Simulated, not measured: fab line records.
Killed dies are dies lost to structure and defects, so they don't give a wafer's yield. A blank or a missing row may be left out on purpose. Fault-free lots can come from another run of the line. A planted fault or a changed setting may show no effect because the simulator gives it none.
fab line records	flow nandHarc
[record] lots = 6	wafers = 18	lastDay = 32
route steps=1302 shown A_ONON_D1@432 END@1302
lots that met no fault: from a run of the same line without faults
startH: hours from the record's first day to the start of the lot's first wafer shown	waitH: hours elapsed since this lot's preceding step	" same as the row above	L1.1+2: several wafers, shown together as one row	- value missing, or start not given	* or withheld: withheld	< > ~ a bound
route shown NAME@n: a module of which the file shows steps, and the number in the route of the first	usual: mean and standard deviation over wafers with no fault	same: alike in all rows	chamber/n: place in a boat	sites: the reading at each site	_std_site: the values' standard deviation	_edge_site: mean of outer sites minus mean of inner sites	radiusMm: for every site, how far away it sits from the centre of the wafer	mask NAME#n: copy n	behind: tool/chamber where the wafer was last shaped	hold: why the lot went on hold/how many hours it stayed there/how the hold came to an end	device: the n, p or np transistor that did not switch	end of line: at the end of the route, the tests of the same wafers	a step given without rows: its recipe and nothing more	killed: dies that structure and defects cost at the first sort, which is not the same as the wafer's yield	map: dies across one wafer; x = killed, . = not, _ = none there
set.NAME: the run value of the setting; set.NAME@STEP: its run value at that earlier step	model.NAME: the simulator's own value behind a step, which no gauge read
certain route steps with their lots: each step a table, each wafer a row
services: from which hour (startH, from the record's first day; less than 0 if before it) a tool's chamber was out of use, for how many hours, and why
[[steps]]
[step NHARC_A_ONON_D1_DEP_12]
[recipe] targetThkA = 10000	n2FlowSccm = 2750	n2oFlowSccm = 2000	nh3FlowSccm = 500	sih4FlowSccm = 210	tempC = 400
[step NHARC_A_ONON_D1_THK_MEAS_14]
[recipe] thkMeasGauge = ellipsometry
[usual] thkNm = 1001/9.8
lot.wafer	tool	chamber	startH	waitH	thkNm
L180.1	filmMetro-02	-	199.39	-	989
L180.3	"	-	"	"	989
L180.5	"	-	"	"	989
L186.3	filmMetro-02	-	263.50	-	1009
L186.5	"	-	"	"	1009
L186.6	"	-	"	"	1007
L195.1	filmMetro-01	-	352.00	-	1004
L195.3	"	-	"	"	1005
L195.5	"	-	"	"	1004
L197.1	filmMetro-02	-	367.77	-	1011
L197.2	"	-	"	"	1013
L197.6	"	-	"	"	1012
L198.1	filmMetro-01	-	380.03	-	1015
L198.4	"	-	"	"	1013
L198.5	"	-	"	"	1015
L199.3	filmMetro-01	-	384.46	-	995
L199.5	"	-	"	"	994
L199.6	"	-	"	"	994
[step NHARC_A_ONON_D1_ANNEAL_15]
[recipe] tempC = 750	timeS = 3600
[step NHARC_A_ONON_D1_DEP_16]
[recipe] targetThkA = 10000	n2FlowSccm = 2750	n2oFlowSccm = 2000	nh3FlowSccm = 500	sih4FlowSccm = 210	tempC = 400
[step NHARC_A_ONON_D1_THK_MEAS_18]
[recipe] thkMeasGauge = ellipsometry
[usual] thkNm = 998/9.7
lot.wafer	tool	chamber	startH	waitH	thkNm
L180.1	filmMetro-01	-	207.11	-	981
L180.3	"	-	"	"	981
L180.5	"	-	"	"	981
L186.3	filmMetro-01	-	271.24	-	1016
L186.5	"	-	"	"	1016
L186.6	"	-	"	"	1017
L195.1	filmMetro-02	-	359.66	-	992
L195.3	"	-	"	"	993
L195.5	"	-	"	"	992
L197.1	filmMetro-01	-	375.52	-	1008
L197.2	"	-	"	"	1008
L197.6	"	-	"	"	1009
L198.1	filmMetro-01	-	388.11	-	999
L198.4	"	-	"	"	999
L198.5	"	-	"	"	999
L199.3	filmMetro-02	-	392.14	-	1000
L199.5	"	-	"	"	1002
L199.6	"	-	"	"	1000
[step NHARC_A_ONON_D1_DEP_19]
[recipe] targetThkA = 10000	n2FlowSccm = 2750	n2oFlowSccm = 2000	nh3FlowSccm = 500	sih4FlowSccm = 210	tempC = 400
[step NHARC_A_ONON_D1_THK_MEAS_21]
[recipe] thkMeasGauge = ellipsometry
[usual] thkNm = 1000/8.3
lot.wafer	tool	chamber	startH	waitH	thkNm
L180.1	filmMetro-01	-	207.69	-	1001
L180.3	"	-	"	"	1000
L180.5	"	-	"	"	1000
L186.3	filmMetro-02	-	271.89	-	1004
L186.5	"	-	"	"	1003
L186.6	"	-	"	"	1004
L195.1	filmMetro-01	-	360.23	-	999
L195.3	"	-	"	"	1000
L195.5	"	-	"	"	999
L197.1	filmMetro-01	-	376.09	-	1010
L197.2	"	-	"	"	1009
L197.6	"	-	"	"	1009
L198.1	filmMetro-01	-	388.67	-	1007
L198.4	"	-	"	"	1008
L198.5	"	-	"	"	1008
L199.3	filmMetro-02	-	392.71	-	995
L199.5	"	-	"	"	997
L199.6	"	-	"	"	998
[step NHARC_A_ONON_D1_DEP_22]
[recipe] targetThkA = 10000	n2FlowSccm = 2750	n2oFlowSccm = 2000	nh3FlowSccm = 500	sih4FlowSccm = 210	tempC = 400
[step NHARC_A_ONON_D1_THK_MEAS_24]
[recipe] thkMeasGauge = ellipsometry
[usual] thkNm = 1001/9.5
lot.wafer	tool	chamber	startH	waitH	thkNm
L180.1	filmMetro-01	-	208.25	-	1005
L180.3	"	-	"	"	1004
L180.5	"	-	"	"	1005
L186.3	filmMetro-02	-	272.46	-	1002
L186.5	"	-	"	"	1000
L186.6	"	-	"	"	1003
L195.1	filmMetro-01	-	360.79	-	996
L195.3	"	-	"	"	996
L195.5	"	-	"	"	996
L197.1	filmMetro-01	-	376.66	-	1017
L197.2	"	-	"	"	1016
L197.6	"	-	"	"	1015
L198.1	filmMetro-01	-	389.23	-	1003
L198.4	"	-	"	"	1004
L198.5	"	-	"	"	1003
L199.3	filmMetro-01	-	393.27	-	1007
L199.5	"	-	"	"	1009
L199.6	"	-	"	"	1007
[step NHARC_A_ONON_D1_DEP_25]
[recipe] targetThkA = 10000	n2FlowSccm = 2750	n2oFlowSccm = 2000	nh3FlowSccm = 500	sih4FlowSccm = 210	tempC = 400
[step NHARC_A_ONON_D1_THK_MEAS_27]
[recipe] thkMeasGauge = ellipsometry
[usual] thkNm = 1003/8.4
lot.wafer	tool	chamber	startH	waitH	thkNm
L180.1	filmMetro-02	-	208.82	-	999
L180.3	"	-	"	"	998
L180.5	"	-	"	"	998
L186.3	filmMetro-02	-	273.04	-	1003
L186.5	"	-	"	"	1004
L186.6	"	-	"	"	1003
L195.1	filmMetro-01	-	361.36	-	1005
L195.3	"	-	"	"	1006
L195.5	"	-	"	"	1007
L197.1	filmMetro-01	-	377.23	-	997
L197.2	"	-	"	"	999
L197.6	"	-	"	"	998
L198.1	filmMetro-01	-	389.80	-	1002
L198.4	"	-	"	"	1000
L198.5	"	-	"	"	1002
L199.3	filmMetro-01	-	393.84	-	1004
L199.5	"	-	"	"	1004
L199.6	"	-	"	"	1004
[step NHARC_A_ONON_D1_DEP_28]
[recipe] targetThkA = 10000	n2FlowSccm = 2750	n2oFlowSccm = 2000	nh3FlowSccm = 500	sih4FlowSccm = 210	tempC = 400
[usual] sih4FlowSccm = 210.0/0.65
lot.wafer	tool	chamber	startH	waitH	sih4FlowSccm
L180.1	pecvdOnon-01	0	208.88	0.1	210.7
L180.3	"	0	"	"	210.6
L180.5	"	0	"	"	210.3
L186.3	pecvdOnon-03	0	273.21	0.2	209.6
L186.5	"	0	"	"	210.2
L186.6	"	0	"	"	209.1
L195.1	pecvdOnon-01	0	361.41	0.1	210.0
L195.3	"	0	"	"	210.2
L195.5	"	0	"	"	211.0
L197.1	pecvdOnon-01	0	377.28	0.1	211.5
L197.2	"	0	"	"	210.8
L197.6	"	0	"	"	210.6
L198.1	pecvdOnon-03	0	389.85	0.1	209.4
L198.4	"	0	"	"	209.8
L198.5	"	0	"	"	208.7
L199.3	pecvdOnon-03	0	394.01	0.2	209.6
L199.5	"	0	"	"	208.9
L199.6	"	0	"	"	209.3
[step NHARC_A_ONON_D1_THK_MEAS_30]
[recipe] thkMeasGauge = ellipsometry
[usual] thkNm = 1000/9.5
lot.wafer	tool	chamber	startH	waitH	hold	thkNm
L180.1	filmMetro-01	-	209.39	-	-	987
L180.3	"	-	"	"	-	986
L180.5	"	-	"	"	-	988
L186.3	filmMetro-02	-	273.60	-	-	1006
L186.5	"	-	"	"	-	1007
L186.6	"	-	"	"	-	1008
L195.1	filmMetro-02	-	361.92	-	awaitDispo/0.2h/release	627
L195.3	"	-	"	"	awaitDispo/0.2h/release	628
L195.5	"	-	"	"	awaitDispo/0.2h/release	629
L195.1	filmMetro-02	-	362.09	0.2	-	629
L195.3	"	-	"	"	-	627
L195.5	"	-	"	"	-	628
L197.1	filmMetro-01	-	377.79	-	awaitDispo/0.2h/release	630
L197.2	"	-	"	"	awaitDispo/0.2h/release	632
L197.6	"	-	"	"	awaitDispo/0.2h/release	630
L197.1	filmMetro-01	-	377.96	0.2	-	630
L197.2	"	-	"	"	-	631
L197.6	"	-	"	"	-	630
L198.1	filmMetro-01	-	390.37	-	-	1010
L198.4	"	-	"	"	-	1011
L198.5	"	-	"	"	-	1008
L199.3	filmMetro-02	-	394.40	-	-	1009
L199.5	"	-	"	"	-	1011
L199.6	"	-	"	"	-	1012
[step NHARC_A_ONON_D1_DEP_33]
[recipe] targetThkA = 2000	tempC = 400	pressureTorr = 6.5	rfW = 900	teosFlowSccm = 161.4	flowSccm = 2650	targetThkNm = 200	gas = O2	material = SiO2
[usual] heaterPowerW = 560/95	throttleValvePct = 16.1/0.75
lot.wafer	tool	chamber	startH	waitH	hold	heaterPowerW	throttleValvePct
L180.1	pecvd-04	2	209.44	0.1	-	529	16.0
L180.3	"	0	"	"	-	557	16.7
L180.5	"	1	"	"	-	433	16.6
L186.3	pecvd-03	0	273.65	0.1	-	734	14.9
L186.5	"	0	"	"	-	776	15.1
L186.6	"	2	"	"	-	488	15.5
L195.3	pecvd-02	1	365.22	3.1	awaitDispo/3.1h/release	597	16.6
L195.1	"	2	"	"	awaitDispo/3.1h/release	548	15.5
L195.5	"	0	"	"	awaitDispo/3.1h/release	473	15.9
L197.2	pecvd-02	2	382.07	4.1	awaitDispo/4.0h/release	683	15.6
L197.1	"	0	"	"	awaitDispo/4.0h/release	455	16.3
L197.6	"	2	"	"	awaitDispo/4.0h/release	692	15.6
L198.1	pecvd-02	1	390.51	0.1	-	567	16.9
L198.5	"	2	"	"	-	626	15.6
L198.4	"	1	"	"	-	570	16.3
L199.3	pecvd-02	1	394.51	0.1	-	557	16.7
L199.5	"	0	"	"	-	471	16.3
L199.6	"	2	"	"	-	616	15.4
[step NHARC_END_SORT_01]
[recipe] tempC = 25
[usual] killedAtArray = 52/19	killedAtOther = 1.0/1.2	killedAtPeriphery = 4.1/2.8	killedDies = 57/19	killedOpen = 3.1/1.7	killedShort = 2.5/1.5
[same] grossDies = 677
lot.wafer	tool	chamber	startH	waitH	killedAtArray	killedAtOther	killedAtPeriphery	killedDies	killedOpen	killedShort
L197.1	prober-02	0	749.33	2.5	671	1	5	677	2	4
L197.2	prober-02	0	750.15	2.8	669	1	7	677	4	2
L197.6	prober-02	0	753.42	4.1	672	1	4	677	1	4
L195.1	prober-01	0	761.31	2.5	676	0	1	677	2	1
L195.3	prober-01	0	762.90	3.1	674	2	1	677	2	2
L195.5	prober-01	0	764.48	3.7	673	1	3	677	4	0
// killed by level:class
L197.1 A_ONON_D1:areaDep=623 A_CHANNEL_HOLE_D1:chamberFilmFlake=16 A_CHANNEL_HOLE_D2:chamberFilmFlake=11 A_SLIT:chamberFilmFlake=8 A_SGD_CUT:chamberFilmFlake=4 P_STI:chamberFilmFlake=3 A_CONTACT:chamberFilmFlake=3 P_BONDPAD:geometricParticle:short=1
L197.2 A_ONON_D1:areaDep=609 A_SLIT:chamberFilmFlake=21 A_CHANNEL_HOLE_D2:chamberFilmFlake=20 A_CHANNEL_HOLE_D1:chamberFilmFlake=7 A_DECK1_JOINT:chamberFilmFlake=4 P_CONTACT:chamberFilmFlake=3 A_SGD_CUT:chamberFilmFlake=2 P_M0:geometricParticle:open=1
L197.6 A_ONON_D1:areaDep=607 A_SLIT:chamberFilmFlake=26 A_CHANNEL_HOLE_D2:chamberFilmFlake=17 A_CHANNEL_HOLE_D1:chamberFilmFlake=9 A_SGD_CUT:chamberFilmFlake=3 A_CHANNEL_FILL_D1:geometricParticle:short=2 P_CONTACT:chamberFilmFlake=2 A_DECK1_JOINT:chamberFilmFlake=2
L195.1 A_ONON_D1:areaDep=649 A_SLIT:chamberFilmFlake=8 A_CONTACT:chamberFilmFlake=6 A_CHANNEL_HOLE_D1:chamberFilmFlake=5 A_ZERO_WELL:chamberFilmFlake=2 A_CHANNEL_FILL_D1:chamberFilmFlake=2 A_WL_FILL:geometricParticle:short=1 A_WL_FILL:geometricParticle:open=1
L195.3 A_ONON_D1:areaDep=636 A_CHANNEL_HOLE_D1:chamberFilmFlake=18 A_SLIT:chamberFilmFlake=11 A_CONTACT:chamberFilmFlake=3 A_STAIRCASE:chamberFilmFlake=2 THIN_TSV:chamberFilmFlake=2 P_M1:geometricParticle:short=1 A_CHANNEL_HOLE_D1:geometricParticle:open=1
L195.5 A_ONON_D1:areaDep=635 A_CHANNEL_HOLE_D1:chamberFilmFlake=14 A_SLIT:chamberFilmFlake=8 A_CONTACT:chamberFilmFlake=8 P_STI:chamberFilmFlake=2 A_STAIRCASE:chamberFilmFlake=2 P_CONTACT:geometricParticle:open=1 A_CHANNEL_FILL_D1:geometricParticle:open=1
// map L195.1 (x killed, . not)
____________x____________
_________xxxxxxx_________
_______xxxxxxxxxxx_______
______xxxxxxxxxxxxx______
_____xxxxxxxxxxxxxxx_____
____xxxxxxxxxxxxxxxxx____
____xxxxxxxxxxxxxxxxx____
___xxxxxxxxxxxxxxxxxxx___
___xxxxxxxxxxxxxxxxxxx___
__xxxxxxxxxxxxxxxxxxxxx__
__xxxxxxxxxxxxxxxxxxxxx__
_xxxxxxxxxxxxxxxxxxxxxxx_
_xxxxxxxxxxxxxxxxxxxxxxx_
_xxxxxxxxxxxxxxxxxxxxxxx_
_xxxxxxxxxxxxxxxxxxxxxxx_
_xxxxxxxxxxxxxxxxxxxxxxx_
xxxxxxxxxxxxxxxxxxxxxxxxx
xxxxxxxxxxxxxxxxxxxxxxxxx
xxxxxxxxxxxxxxxxxxxxxxxxx
xxxxxxxxxxxxxxxxxxxxxxxxx
xxxxxxxxxxxxxxxxxxxxxxxxx
_xxxxxxxxxxxxxxxxxxxxxxx_
_xxxxxxxxxxxxxxxxxxxxxxx_
_xxxxxxxxxxxxxxxxxxxxxxx_
_xxxxxxxxxxxxxxxxxxxxxxx_
_xxxxxxxxxxxxxxxxxxxxxxx_
__xxxxxxxxxxxxxxxxxxxxx__
__xxxxxxxxxxxxxxxxxxxxx__
___xxxxxxxxxxxxxxxxxxx___
___xxxxxxxxxxxxxxxxxxx___
____xxxxxxxxxxxxxxxxx____
____xxxxxxxxxxxxxxxxx____
_____xxxxxxxxxxxxxxx_____
______xxxxxxxxxxxxx______
_______xxxxxxxxxxx_______
_________xxxxxxx_________
____________x____________
// map L197.1 (x killed, . not)
____________x____________
_________xxxxxxx_________
_______xxxxxxxxxxx_______
______xxxxxxxxxxxxx______
_____xxxxxxxxxxxxxxx_____
____xxxxxxxxxxxxxxxxx____
____xxxxxxxxxxxxxxxxx____
___xxxxxxxxxxxxxxxxxxx___
___xxxxxxxxxxxxxxxxxxx___
__xxxxxxxxxxxxxxxxxxxxx__
__xxxxxxxxxxxxxxxxxxxxx__
_xxxxxxxxxxxxxxxxxxxxxxx_
_xxxxxxxxxxxxxxxxxxxxxxx_
_xxxxxxxxxxxxxxxxxxxxxxx_
_xxxxxxxxxxxxxxxxxxxxxxx_
_xxxxxxxxxxxxxxxxxxxxxxx_
xxxxxxxxxxxxxxxxxxxxxxxxx
xxxxxxxxxxxxxxxxxxxxxxxxx
xxxxxxxxxxxxxxxxxxxxxxxxx
xxxxxxxxxxxxxxxxxxxxxxxxx
xxxxxxxxxxxxxxxxxxxxxxxxx
_xxxxxxxxxxxxxxxxxxxxxxx_
_xxxxxxxxxxxxxxxxxxxxxxx_
_xxxxxxxxxxxxxxxxxxxxxxx_
_xxxxxxxxxxxxxxxxxxxxxxx_
_xxxxxxxxxxxxxxxxxxxxxxx_
__xxxxxxxxxxxxxxxxxxxxx__
__xxxxxxxxxxxxxxxxxxxxx__
___xxxxxxxxxxxxxxxxxxx___
___xxxxxxxxxxxxxxxxxxx___
____xxxxxxxxxxxxxxxxx____
____xxxxxxxxxxxxxxxxx____
_____xxxxxxxxxxxxxxx_____
______xxxxxxxxxxxxx______
_______xxxxxxxxxxx_______
_________xxxxxxx_________
____________x____________
[[services]]
tool	chamber	startH	hours	kind
pecvd-03	-	185.74	13.0	pm
pecvd-03	0	185.74	13.0	ventCycle
pecvd-03	1	185.74	13.0	ventCycle
pecvd-03	2	185.74	13.0	ventCycle
pecvd-03	0	198.74	-	clean
pecvd-02	-	202.37	0.9	repair
pecvd-03	-	211.65	1.2	repair
pecvdOnon-03	-	227.19	13.0	pm
pecvd-02	-	227.29	13.0	pm
pecvd-02	0	227.29	13.0	ventCycle
pecvd-02	1	227.29	13.0	ventCycle
pecvd-02	2	227.29	13.0	ventCycle
pecvd-02	0	240.29	-	clean
pecvd-02	1	240.29	-	clean
pecvd-02	2	240.29	-	clean
pecvd-04	-	269.37	13.0	pm
pecvdOnon-01	-	269.43	13.0	pm
pecvdOnon-01	-	289.30	7.6	repair
pecvd-02	2	297.35	2.5	repair
pecvd-03	2	319.45	6.8	repair
pecvd-04	-	334.11	0.2	repair
pecvd-03	-	346.67	1.6	repair
pecvdOnon-01	-	355.08	1.0	repair
pecvd-03	-	366.74	13.0	pm
[[key]]
[firstSign] step = NHARC_A_ONON_D1_THK_MEAS_30	reading = visit	direction = added
[effect] step = NHARC_A_ONON_D1_THK_MEAS_30	reading = thkNm	direction = down	sigmas = 39	usual = 1000	struck = 630
[effect] step = NHARC_END_SORT_01	reading = killedDies	direction = up	sigmas = 33	usual = 57	struck = 677
[moreKillsBornAt] NHARC_A_ONON_D1_DEP_28@pecvdOnon-01 = 3759
metAt NHARC_A_ONON_D1_DEP_28
struckWafers L195.1,L195.3,L195.5,L197.1,L197.2,L197.6
laterRowsLeftOut L195.1,L195.3,L195.5,L197.1,L197.2,L197.6
testerLeftOut L195,L197
onsetBetween 208.88 361.41
[fault] kind = processParameterDrift	tool = pecvdOnon-01	chamber = 0	onsetH = 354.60	steps = NHARC_A_ONON_D1_DEP_28	channel = targetThkA	offset = *	shape = step	endH = 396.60	actsIn = *	stated = *
// testerLeftOut: of these lots the tester's yield and bins aren't shown, on N5 and GAA mostly nor the transistor test; their killed dies are dies lost to structure and defects alone, not to doping, threshold or leakage, so they don't give the yield
// laterRowsLeftOut: the simulator's readings of these wafers behind a module that went badly wrong aren't trusted and aren't shown, but for the sort
